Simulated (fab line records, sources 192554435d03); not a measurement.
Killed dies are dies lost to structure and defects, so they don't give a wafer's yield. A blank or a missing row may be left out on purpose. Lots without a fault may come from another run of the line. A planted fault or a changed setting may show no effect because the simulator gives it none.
Chamber matching | flow n5_finfet | N5_BEOL_M4_ALD_84 on ald_metal-03: 4 sister chambers
The step deposits TaN, pulse time 2 s, purge time 3 s, co reactant purge time 2 s. 8 wafers are shown with their chamber, then 7 later ones without.

WAFERS WITH THEIR CHAMBER
wafer  | chamber | heater_power_w (W)
L075.4 | 0       | 376
L083.2 | 2       | 419
L083.4 | 1       | 328
L087.2 | 0       | 368
L087.4 | 3       | 434
L087.6 | 2       | 418
L088.2 | 1       | 328
L088.5 | 3       | 424

WAFERS WITHOUT THEIR CHAMBER
wafer  | heater_power_w (W)
L088.6 | 421
L093.1 | 328
L093.4 | 371
L093.5 | 346
L082.1 | 434
L082.3 | 417
L082.6 | 438

WHICH CHAMBER EACH WENT THROUGH
wafer  | from the rows above     | in truth
L088.6 | can't be placed: 2 or 3 | 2
L093.1 | 1                       | 1
L093.4 | 0                       | 0
L093.5 | can't be placed: 1 or 0 | 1
L082.1 | 3                       | 3
L082.3 | 2                       | 2
L082.6 | 3                       | 3
Placed correctly: 5 of 7. Can't be placed from these rows: 2 (the true chamber is among the candidates in 2). Placed wrongly: 0.
How it was worked out, from the rows above alone: a wafer's distance from a chamber is the root of the sum, over the readings, of the square of ((its reading less the chamber's mean) divided by the reading's scatter). The wafer belongs to the nearest chamber; if the next one is less than 2 further off, it can't be placed. A chamber's mean is the mean of its shown wafers. The scatter: the root of (the sum of the squares of (reading less its chamber's mean) over the shown wafers, divided by (wafers less chambers)).
